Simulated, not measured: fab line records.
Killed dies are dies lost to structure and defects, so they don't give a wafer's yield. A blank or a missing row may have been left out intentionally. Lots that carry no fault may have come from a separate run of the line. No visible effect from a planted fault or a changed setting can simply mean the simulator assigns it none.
Chamber matching	flow n5Finfet	4 sister chambers for N5_BEOL_M10_STRIP_67 on rieDiel-04
The step strips in CF4. 8 wafers are shown with their chamber, then 10 later ones without.

WAFERS PAIRED WITH THEIR CHAMBERS
wafer	chamber	throttleValvePct (%)	oesProductAu (a.u.)
L080.2	1	13.48	0.85
L085.2	2	13.65	0.74
L085.6	3	13.25	0.92
L086.3	0	13.52	0.87
L086.5	1	13.47	0.84
L086.6	2	13.63	0.73
L089.1	0	13.54	0.86
L089.2	3	13.28	0.90

WAFERS WITH NO CHAMBER GIVEN
wafer	throttleValvePct (%)	oesProductAu (a.u.)
L089.5	13.26	0.90
L091.3	13.50	0.83
L091.4	13.54	0.87
L091.6	13.55	0.86
L087.1	13.25	0.89
L087.2	13.54	0.86
L087.6	13.28	0.88
L095.1	13.70	0.72
L095.3	13.53	0.81
L095.6	13.54	0.82

WHICH CHAMBER EACH ONE RAN IN
wafer	from the rows above	in truth
L089.5	3	3
L091.3	can't be placed: 1 or 0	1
L091.4	0	0
L091.6	0	0
L087.1	3	3
L087.2	0	0
L087.6	3	3
L095.1	2	2
L095.3	can't be placed: 1 or 0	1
L095.6	can't be placed: 0 or 1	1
7 of 10 placed correctly. Not placeable from these rows: 3 (in 3, the candidates include the true chamber). Number placed wrongly: 0.
How it was worked out, from the rows above alone: a wafer's distance from a chamber is the root of the sum, over the readings, of the square of ((its reading less the chamber's mean) divided by the reading's scatter). The wafer belongs to the nearest chamber; if the next one is less than 2 further off, it can't be placed. A chamber's mean is the mean of its shown wafers. The scatter is the square root of a quotient: the sum, over the shown wafers, of each reading's squared deviation from its chamber's mean, divided by wafers minus chambers.
